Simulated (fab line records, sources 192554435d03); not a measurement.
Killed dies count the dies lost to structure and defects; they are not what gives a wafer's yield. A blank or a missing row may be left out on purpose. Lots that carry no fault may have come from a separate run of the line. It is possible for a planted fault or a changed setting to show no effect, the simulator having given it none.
Split-lot study :: flow n5_finfet :: on a route of 1938 steps: 7 lots, 39 wafers read

## ABOUT THE SPLIT
At N5_SD_EPI_N_EPI_21 (deposits Si:P, time 690 s), the setting epi_growth_time_s was moved away from the recipe's 690 s on 12 of the 39 wafers read, by -51.4% to +51.4%. For the rest of the wafers, this setting stayed at what the recipe calls for.

## BETWEEN THE SPLIT AND THE READING: the file shows 1 step in between
- N5_SD_EPI_N_EPI_MEAS_23

## THE READING
Si-P_of_SD_EPI_N_EPI_21.thk_nm (the simulator's own value, which no gauge read), in nm, at N5_SD_EPI_N_PRECLEAN_24 (cleans in O3/DIW, time 60 s). The file does not state a usual value for it. The 27 wafers here that ran the recipe average 58.9 nm, standard deviation 0.47 nm.

wafer: L080.1
tool, chamber at the split: epi_rpcvd-03, 0
epi_growth_time_s as run, s: 690
against the recipe: recipe
Si-P_of_SD_EPI_N_EPI_21.thk_nm, nm: 59
against lot-mates on the recipe: -

wafer: L080.2
tool, chamber at the split: epi_rpcvd-03, 0
epi_growth_time_s as run, s: 690
against the recipe: recipe
Si-P_of_SD_EPI_N_EPI_21.thk_nm, nm: 58.2
against lot-mates on the recipe: -

wafer: L080.3
tool, chamber at the split: epi_rpcvd-03, 0
epi_growth_time_s as run, s: 690
against the recipe: recipe
Si-P_of_SD_EPI_N_EPI_21.thk_nm, nm: 58.8
against lot-mates on the recipe: -

wafer: L080.4
tool, chamber at the split: epi_rpcvd-03, 0
epi_growth_time_s as run, s: 690
against the recipe: recipe
Si-P_of_SD_EPI_N_EPI_21.thk_nm, nm: 58.4
against lot-mates on the recipe: -

wafer: L080.5
tool, chamber at the split: epi_rpcvd-03, 0
epi_growth_time_s as run, s: 690
against the recipe: recipe
Si-P_of_SD_EPI_N_EPI_21.thk_nm, nm: 58.4
against lot-mates on the recipe: -

wafer: L080.6
tool, chamber at the split: epi_rpcvd-03, 0
epi_growth_time_s as run, s: 690
against the recipe: recipe
Si-P_of_SD_EPI_N_EPI_21.thk_nm, nm: 58.4
against lot-mates on the recipe: -

wafer: L081.1
tool, chamber at the split: epi_rpcvd-02, 0
epi_growth_time_s as run, s: 690
against the recipe: recipe
Si-P_of_SD_EPI_N_EPI_21.thk_nm, nm: 59
against lot-mates on the recipe: -

wafer: L081.2
tool, chamber at the split: epi_rpcvd-02, 0
epi_growth_time_s as run, s: 690
against the recipe: recipe
Si-P_of_SD_EPI_N_EPI_21.thk_nm, nm: 58.8
against lot-mates on the recipe: -

wafer: L081.5
tool, chamber at the split: epi_rpcvd-02, 0
epi_growth_time_s as run, s: 690
against the recipe: recipe
Si-P_of_SD_EPI_N_EPI_21.thk_nm, nm: 58.4
against lot-mates on the recipe: -

wafer: L084.1
tool, chamber at the split: epi_rpcvd-01, 0
epi_growth_time_s as run, s: 335
against the recipe: -51.4%
Si-P_of_SD_EPI_N_EPI_21.thk_nm, nm: 31.2
against lot-mates on the recipe: -28.1

wafer: L084.2
tool, chamber at the split: epi_rpcvd-01, 0
epi_growth_time_s as run, s: 690
against the recipe: recipe
Si-P_of_SD_EPI_N_EPI_21.thk_nm, nm: 59.8
against lot-mates on the recipe: -

wafer: L084.3
tool, chamber at the split: epi_rpcvd-01, 0
epi_growth_time_s as run, s: 335
against the recipe: -51.4%
Si-P_of_SD_EPI_N_EPI_21.thk_nm, nm: 31
against lot-mates on the recipe: -28.3

wafer: L084.4
tool, chamber at the split: epi_rpcvd-01, 0
epi_growth_time_s as run, s: 690
against the recipe: recipe
Si-P_of_SD_EPI_N_EPI_21.thk_nm, nm: 59.4
against lot-mates on the recipe: -

wafer: L084.5
tool, chamber at the split: epi_rpcvd-01, 0
epi_growth_time_s as run, s: 690
against the recipe: recipe
Si-P_of_SD_EPI_N_EPI_21.thk_nm, nm: 58.8
against lot-mates on the recipe: -

wafer: L084.6
tool, chamber at the split: epi_rpcvd-01, 0
epi_growth_time_s as run, s: 335
against the recipe: -51.4%
Si-P_of_SD_EPI_N_EPI_21.thk_nm, nm: 31.4
against lot-mates on the recipe: -27.9

wafer: L085.1
tool, chamber at the split: epi_rpcvd-01, 0
epi_growth_time_s as run, s: 690
against the recipe: recipe
Si-P_of_SD_EPI_N_EPI_21.thk_nm, nm: 58.2
against lot-mates on the recipe: -

wafer: L085.2
tool, chamber at the split: epi_rpcvd-01, 0
epi_growth_time_s as run, s: 398.5
against the recipe: -42.2%
Si-P_of_SD_EPI_N_EPI_21.thk_nm, nm: 36.4
against lot-mates on the recipe: -22.3

wafer: L085.3
tool, chamber at the split: epi_rpcvd-01, 0
epi_growth_time_s as run, s: 690
against the recipe: recipe
Si-P_of_SD_EPI_N_EPI_21.thk_nm, nm: 59
against lot-mates on the recipe: -

wafer: L085.4
tool, chamber at the split: epi_rpcvd-01, 0
epi_growth_time_s as run, s: 398.5
against the recipe: -42.2%
Si-P_of_SD_EPI_N_EPI_21.thk_nm, nm: 36.8
against lot-mates on the recipe: -21.9

wafer: L085.6
tool, chamber at the split: epi_rpcvd-01, 0
epi_growth_time_s as run, s: 398.5
against the recipe: -42.2%
Si-P_of_SD_EPI_N_EPI_21.thk_nm, nm: 36.8
against lot-mates on the recipe: -21.9

wafer: L085.5
tool, chamber at the split: epi_rpcvd-01, 0
epi_growth_time_s as run, s: 690
against the recipe: recipe
Si-P_of_SD_EPI_N_EPI_21.thk_nm, nm: 58.8
against lot-mates on the recipe: -

wafer: L091.1
tool, chamber at the split: epi_rpcvd-02, 0
epi_growth_time_s as run, s: 510.5
against the recipe: -26.0%
Si-P_of_SD_EPI_N_EPI_21.thk_nm, nm: 47
against lot-mates on the recipe: -12.1

wafer: L091.2
tool, chamber at the split: epi_rpcvd-02, 0
epi_growth_time_s as run, s: 690
against the recipe: recipe
Si-P_of_SD_EPI_N_EPI_21.thk_nm, nm: 59.2
against lot-mates on the recipe: -

wafer: L091.5
tool, chamber at the split: epi_rpcvd-02, 0
epi_growth_time_s as run, s: 690
against the recipe: recipe
Si-P_of_SD_EPI_N_EPI_21.thk_nm, nm: 59.2
against lot-mates on the recipe: -

wafer: L091.3
tool, chamber at the split: epi_rpcvd-02, 0
epi_growth_time_s as run, s: 510.5
against the recipe: -26.0%
Si-P_of_SD_EPI_N_EPI_21.thk_nm, nm: 46.8
against lot-mates on the recipe: -12.3

wafer: L091.4
tool, chamber at the split: epi_rpcvd-02, 0
epi_growth_time_s as run, s: 510.5
against the recipe: -26.0%
Si-P_of_SD_EPI_N_EPI_21.thk_nm, nm: 46.8
against lot-mates on the recipe: -12.3

wafer: L091.6
tool, chamber at the split: epi_rpcvd-02, 0
epi_growth_time_s as run, s: 690
against the recipe: recipe
Si-P_of_SD_EPI_N_EPI_21.thk_nm, nm: 59
against lot-mates on the recipe: -

wafer: L092.1
tool, chamber at the split: epi_rpcvd-01, 0
epi_growth_time_s as run, s: 690
against the recipe: recipe
Si-P_of_SD_EPI_N_EPI_21.thk_nm, nm: 58.8
against lot-mates on the recipe: -

wafer: L092.3
tool, chamber at the split: epi_rpcvd-01, 0
epi_growth_time_s as run, s: 690
against the recipe: recipe
Si-P_of_SD_EPI_N_EPI_21.thk_nm, nm: 58.8
against lot-mates on the recipe: -

wafer: L092.5
tool, chamber at the split: epi_rpcvd-01, 0
epi_growth_time_s as run, s: 690
against the recipe: recipe
Si-P_of_SD_EPI_N_EPI_21.thk_nm, nm: 58.8
against lot-mates on the recipe: -

wafer: L092.2
tool, chamber at the split: epi_rpcvd-01, 0
epi_growth_time_s as run, s: 690
against the recipe: recipe
Si-P_of_SD_EPI_N_EPI_21.thk_nm, nm: 59.4
against lot-mates on the recipe: -

wafer: L092.4
tool, chamber at the split: epi_rpcvd-01, 0
epi_growth_time_s as run, s: 690
against the recipe: recipe
Si-P_of_SD_EPI_N_EPI_21.thk_nm, nm: 58.2
against lot-mates on the recipe: -

wafer: L092.6
tool, chamber at the split: epi_rpcvd-01, 0
epi_growth_time_s as run, s: 690
against the recipe: recipe
Si-P_of_SD_EPI_N_EPI_21.thk_nm, nm: 59
against lot-mates on the recipe: -

wafer: L097.1
tool, chamber at the split: epi_rpcvd-02, 0
epi_growth_time_s as run, s: 1045
against the recipe: +51.4%
Si-P_of_SD_EPI_N_EPI_21.thk_nm, nm: 79.8
against lot-mates on the recipe: +20.5

wafer: L097.6
tool, chamber at the split: epi_rpcvd-02, 0
epi_growth_time_s as run, s: 1045
against the recipe: +51.4%
Si-P_of_SD_EPI_N_EPI_21.thk_nm, nm: 79.8
against lot-mates on the recipe: +20.5

wafer: L097.2
tool, chamber at the split: epi_rpcvd-02, 0
epi_growth_time_s as run, s: 690
against the recipe: recipe
Si-P_of_SD_EPI_N_EPI_21.thk_nm, nm: 58.6
against lot-mates on the recipe: -

wafer: L097.3
tool, chamber at the split: epi_rpcvd-02, 0
epi_growth_time_s as run, s: 690
against the recipe: recipe
Si-P_of_SD_EPI_N_EPI_21.thk_nm, nm: 60.2
against lot-mates on the recipe: -

wafer: L097.4
tool, chamber at the split: epi_rpcvd-02, 0
epi_growth_time_s as run, s: 1045
against the recipe: +51.4%
Si-P_of_SD_EPI_N_EPI_21.thk_nm, nm: 79.2
against lot-mates on the recipe: +19.9

wafer: L097.5
tool, chamber at the split: epi_rpcvd-02, 0
epi_growth_time_s as run, s: 690
against the recipe: recipe
Si-P_of_SD_EPI_N_EPI_21.thk_nm, nm: 59.2
against lot-mates on the recipe: -

FIT RESULTS
A straight line over all 39 wafers: Si-P_of_SD_EPI_N_EPI_21.thk_nm changes by +0.477 nm for each +1% of epi_growth_time_s; r = +0.99; the points scatter about the line by 1.4 nm.
The same after taking each lot's own level away (the mean of its wafers on the recipe; 39 wafers): +0.476 nm for each +1%; r = +0.99; scatter 1.5 nm.
Per that fit: largest epi_growth_time_s move, reading shift of 24 nm.
The span of the lots' own levels, 58.53 to 59.33 nm, comes to 1.7 times the standard deviation stated above.
The two slopes agree, so the slope changes little with the lot-to-lot level.
Check: -24.8 nm against its lot-mates is what the line predicts for one of the wafers moved furthest among these (-51.4%) when that wafer is left out of the fit. Against them it came out at -28.1 nm.

## THE OTHER SPLITS THESE WAFERS WENT THROUGH
These wafers also went through other splits before the reading. Each is held against what the fit with the lots' levels taken away leaves over:
other split on the same wafers: N5_DUMMY_GATE_ETCH_44 target_depth_a
wafers away from the commonest value: 12
r with Si-P_of_SD_EPI_N_EPI_21.thk_nm (lot level and that fit taken away): +0.07

## THE WHOLE CHAIN: every reading that the file lists as answering this split, in the file's order
step: N5_SD_EPI_N_EPI_21
what it does: deposits Si:P, time 690 s
reading: Si-P_of_SD_EPI_N_EPI_21.thk_nm (the simulator's own value, which no gauge read)
change (the file's fit): +0.486 nm for each +1% of the setting
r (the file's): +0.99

step: N5_SD_EPI_N_EPI_MEAS_23
what it does: 
reading: thk_nm
change (the file's fit): withheld for each +1% of the setting
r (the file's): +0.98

step: N5_SD_EPI_N_PRECLEAN_24
what it does: cleans in O3/DIW, time 60 s
reading: Si-P_of_SD_EPI_N_EPI_21.thk_nm (the simulator's own value, which no gauge read)
change (the file's fit): +0.482 nm for each +1% of the setting
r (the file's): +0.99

## THE FILE'S OWN FIT
Si-P_of_SD_EPI_N_EPI_21.thk_nm changes by +0.482 nm for each +1% of epi_growth_time_s, r = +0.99.
